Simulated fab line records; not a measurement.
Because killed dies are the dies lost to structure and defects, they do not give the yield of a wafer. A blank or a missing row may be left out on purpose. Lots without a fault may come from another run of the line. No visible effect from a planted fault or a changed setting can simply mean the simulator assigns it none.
Struck lot and sound lot, side by side | flow nand_harc | 21 out of 1302 route steps
Sound: the wafers L806.3, L806.4, L806.5. Struck: wafer L810.1 (L810.4, L810.5, from the same lot, were not struck and are left out); the cause is given at the end.
For every step that has rows: the tool of each side, followed by ch and its chambers, followed by its first start. Under that, the readings that differ: sound wafers | struck wafers | difference of the means | sigmas: that difference in standard deviations of wafers without a fault.
alike: same words and numbers on both sides, and readings whose means sit less than 2 such deviations apart. not compared: any withheld reading, any reading some wafer has no value for, any bound like >300 that may hide the same value, and any number with overlapping values for which the record gives no deviation.
A row with sigmas, a row that says differs or no value, or rows on one side alone: a step with any of these is where the two part. Numbers that have no deviation but don't overlap get no sigmas and don't part them. A reading missing from all wafers of one side parts the sides only when that side holds two or more wafers.

NHARC_P_CONTACT_CMP_24: polishes, t overpolish 30 s, target thk 200 nm.
  sound on cmp-01 ch 1,2, day 6 06:30; struck on cmp-01 ch 1, day 7 18:22
  alike: motor_current_A, overpolish_run_s, time_to_endpoint_s
then, 1 step without rows for these wafers: NHARC_P_CONTACT_SRD_26.
NHARC_P_CONTACT_INSPECT_27:
  struck on defect_inspect-02, day 7 18:44; sound on defect_inspect-02, day 6 06:55
  alike: raw_defect_count
then, 8 steps without rows for these wafers: NHARC_P_M0_DEP_00 (deposits SiOC, target thk 150 nm); NHARC_P_M0_DEHYDRATE_01 (time 120 s); NHARC_P_M0_HMDS_02 (time 30 s); NHARC_P_M0_COAT_33 (time 65 s); NHARC_P_M0_COAT_03 (resist thk 90 nm); NHARC_P_M0_SOFTBAKE_04 (time 55 s); NHARC_P_M0_EBR_05; NHARC_P_M0_EXPOSE_06 (exposes mask P M0, target cd 90 nm).
NHARC_P_M0_PEB_07: peb time 65 s.
  sound on litho_track-01 ch 0, day 6 07:44; struck on litho_track-04 ch 0, day 7 19:34
  reading                  | sound             | struck | difference | sigmas
  heater_power_total_W (W) | 155.9 156.4 156.8 | 173.9  | +17.5      | +40
  alike: resist_line_temp_C
then, 1 step without rows for these wafers: NHARC_P_M0_DEVELOP_08 (develop time 35 s).
NHARC_P_M0_CD_MEAS_09: the cd target is 90 nm.
  sound on cd_sem-01 ch 0, day 6 07:49; struck on cd_sem-01 ch 0, day 7 19:38
  reading    | sound          | struck | difference | sigmas
  cd_nm (nm) | 88.3 89.0 89.2 | 84.5   | -4.3       | -6
NHARC_P_M0_OVL_MEAS_10: pitch 180 nm.
  struck on overlay-02, day 7 19:44; sound on overlay-01, day 6 07:53
  reading           | sound       | struck | difference | sigmas
  overlay_y_nm (nm) | 1.5 1.7 1.8 | 0.0    | -1.7       | -2
  alike: overlay_x_nm
NHARC_P_M0_INSPECT_11:
  struck on defect_inspect-01, day 7 19:46; sound on defect_inspect-02, day 6 07:56
  alike: raw_defect_count
NHARC_P_M0_DESCUM_14: chemistry O2, time 3 s.
  sound on rie_diel-04 ch 1,2, day 6 07:59; struck on rie_diel-11 ch 0, day 7 19:50
  reading                         | sound             | struck | difference | sigmas
  showerhead_plenum_p_Torr (Torr) | 1.91 1.82 1.91    | 2.07   | +0.19      | +2
  model.P_M0.cd_nm (nm)           | 88.49 87.44 89.35 | 84.17  | -4.26      |
  alike: drypump_motor_current_A, oes_product_au, rf_vpp_V, throttle_valve_pct
  not compared: rf_hours_counter_h
NHARC_P_M0_ETCH_34: etches the open film in N2/H2, target depth 40 nm, overetch 12 nm, time 43.94 s.
  sound on rie_diel-04 ch 0,1,3, day 6 08:05; struck on rie_diel-11 ch 0, day 7 19:56
  reading                         | sound                | struck | difference | sigmas
  rf_vpp_V (V)                    | 427.5 428.6 430.6    | 435.6  | +6.7       | +3
  showerhead_plenum_p_Torr (Torr) | 1.94 2.01 2.05       | 2.21   | +0.21      | +2
  throttle_valve_pct (%)          | 14.170 14.161 14.172 | 14.187 | +0.019     | +2
  alike: drypump_motor_current_A, oes_product_au, rf_fwd_power_W
  not compared: rf_hours_counter_h
NHARC_P_M0_ETCH_15: etches the open film in C4F8/Ar, target depth 150 nm, overetch 15 nm, time 82.5 s.
  sound on rie_diel-04 ch 0,1,2; struck on rie_diel-11 ch 1
  reading               | sound             | struck | difference | sigmas
  rf_fwd_power_W (W)    | 594.4 591.0 597.2 | 589.1  | -5.1       | -2
  model.P_M0.cd_nm (nm) | 88.55 87.65 89.23 | 84.66  | -3.82      |
  alike: oes_product_au, rf_vpp_V
  not compared: rf_hours_counter_h
NHARC_P_M0_CD_MEAS_16:
  struck on cd_sem-01, day 7 20:14; sound on cd_sem-03, day 6 08:18
  reading    | sound          | struck | difference | sigmas
  cd_nm (nm) | 88.7 87.6 89.5 | 84.5   | -4.1       | -4
NHARC_P_M0_STRIP_18: strips in N2/H2.
  sound on rie_diel-04 ch 0,2, day 6 08:22; struck on rie_diel-13 ch 2, day 7 20:19
  reading                | sound                | struck | difference | sigmas
  oes_product_au (a.u.)  | 1.011 1.017 1.027    | 0.993  | -0.025     | -2
  throttle_valve_pct (%) | 14.172 14.163 14.172 | 14.189 | +0.020     | +2
  alike: drypump_motor_current_A, rf_fwd_power_W, rf_vpp_V, showerhead_plenum_p_Torr
  not compared: rf_hours_counter_h

## WHERE THEY PART
Last at NHARC_P_M0_STRIP_18 as far as this record goes, first at NHARC_P_M0_PEB_07.

WHY: what the simulator had put in
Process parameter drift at NHARC_P_M0_PEB_07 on litho_track-04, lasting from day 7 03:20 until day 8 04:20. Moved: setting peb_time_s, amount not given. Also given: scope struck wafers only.
